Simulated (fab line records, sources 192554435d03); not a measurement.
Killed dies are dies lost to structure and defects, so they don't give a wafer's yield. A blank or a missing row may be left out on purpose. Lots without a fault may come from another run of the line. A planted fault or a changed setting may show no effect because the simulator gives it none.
Chamber matching | flow n5_finfet | N5_HKMG_FIN_PWFM_ALD_03 on ald_metal-02: 4 sister chambers
The step deposits TiN, target thk 2 nm, pulse time 1 s, purge time 3 s. 4 wafers are shown with their chamber, then 9 later ones without.

WAFERS WITH THEIR CHAMBER
wafer  | chamber | heater_power_w (W)
L085.2 | 3       | 876
L092.1 | 2       | 922
L092.2 | 0       | 1065
L092.3 | 1       | 865

WAFERS WITHOUT THEIR CHAMBER
wafer  | heater_power_w (W)
L092.4 | 867
L092.5 | 1078
L092.6 | 833
L094.1 | 893
L094.2 | 856
L094.4 | 947
L097.2 | 1055
L097.4 | 856
L097.6 | 1071

WHICH CHAMBER EACH WENT THROUGH
wafer  | from the rows above          | in truth
L092.4 | can't be placed: 1 or 3      | 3
L092.5 | 0                            | 0
L092.6 | can't be placed: 1 or 3      | 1
L094.1 | can't be placed: 3 or 1 or 2 | 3
L094.2 | can't be placed: 1 or 3      | 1
L094.4 | 2                            | 2
L097.2 | 0                            | 0
L097.4 | can't be placed: 1 or 3      | 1
L097.6 | 0                            | 0
Placed correctly: 4 of 9. Can't be placed from these rows: 5 (the true chamber is among the candidates in 5). Placed wrongly: 0.
How it was worked out, from the rows above alone: a wafer's distance from a chamber is the root of the sum, over the readings, of the square of ((its reading less the chamber's mean) divided by the reading's scatter). The wafer belongs to the nearest chamber; if the next one is less than 2 further off, it can't be placed. A chamber's mean is the mean of its shown wafers. The scatter: with one shown wafer a chamber, the root of the mean of the squares of how far each hidden wafer lies from its nearest shown one.
